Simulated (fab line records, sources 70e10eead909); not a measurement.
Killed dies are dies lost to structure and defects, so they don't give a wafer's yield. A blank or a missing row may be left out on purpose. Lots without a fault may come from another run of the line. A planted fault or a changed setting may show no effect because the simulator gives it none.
Which tool did it? | flow nand_harc | 6 lots, 18 wafers sampled, at 5 steps of a route of 1302

WHAT THE GAUGES READ, wafer by wafer
NHARC_END_SORT_01.
lot  | measured     | on        | killed_at_array
L864 | day 29 08:58 | prober-01 | 56

WHICH TOOL RAN EACH LOT (tool, then ch and the chambers of the sampled wafers, then the start)
lot  | NHARC_A_SLIT_DEP_00           | NHARC_A_SLIT_DESCUM_14             | NHARC_A_SLIT_STRIP_18                         | NHARC_A_WL_FILL_ETCHBACK_04
L854 | acl_dep-02 ch 0, day 20 10:14 | rie_diel-05 ch 1,3, day 20 14:49   | rie_diel-06 ch 1,2, day 21 05:38 or earlier   | rie_metal-01 ch 0,1, day 21 05:38
L856 | acl_dep-01 ch 0, day 21 08:42 | rie_diel-05 ch 0,1,3, day 21 13:14 | rie_diel-05 ch 1,2,3, day 22 03:32 or earlier | rie_metal-01 ch 0,1, day 22 03:32
L860 | acl_dep-02 ch 0, day 23 01:31 | rie_diel-12 ch 0,2,3, day 23 06:07 | rie_diel-12 ch 0,1,2, day 23 20:38 or earlier | rie_metal-03 ch 0,1, day 23 20:38
L864 | acl_dep-03 ch 0, day 24 13:40 | rie_diel-05 ch 0,2, day 24 18:16   | rie_diel-05 ch 0,2,3, day 25 08:51 or earlier | rie_metal-01 ch 0,1, day 25 08:51
L867 | acl_dep-02 ch 0, day 25 21:47 | rie_diel-06 ch 0,1, day 26 02:31   | rie_diel-06 ch 0,2, day 26 16:49 or earlier   | rie_metal-01 ch 0,1, day 26 16:49
L874 | acl_dep-02 ch 0, day 28 06:41 | rie_diel-12 ch 1,2, day 28 11:18   | rie_diel-12 ch 0,2,3, day 29 05:11 or earlier | rie_metal-03 ch 0,1, day 29 05:11
- NHARC_A_SLIT_DEP_00: deposits aC, target thk 6200 nm.
- NHARC_A_SLIT_DESCUM_14: chemistry O2, time 3 s.
- NHARC_A_SLIT_STRIP_18: strips in O2.
- NHARC_A_WL_FILL_ETCHBACK_04: etches the open film in NF3, target depth 60 nm, time 120 s.

THE ANSWER, worked out from the rows above alone
Rule: what is usual is taken from the lots themselves. Put in order of their means at a reading, lots are off if they are a third of the lots or fewer, leave a main group of 4 or more, and stand apart from it by a gap of 3 or more times the standard deviation of the main group's means; of several such gaps the widest counts. A main group whose means are all the same, to the digits that the tables above print for the reading, isn't used. A lot without any number at a reading at which 4 lots or more have one is off too. The other lots that the step has rows for count as sound.
No lot is off at any reading shown: from this, nothing can be told.

WHAT THE SIMULATOR HAD PUT IN
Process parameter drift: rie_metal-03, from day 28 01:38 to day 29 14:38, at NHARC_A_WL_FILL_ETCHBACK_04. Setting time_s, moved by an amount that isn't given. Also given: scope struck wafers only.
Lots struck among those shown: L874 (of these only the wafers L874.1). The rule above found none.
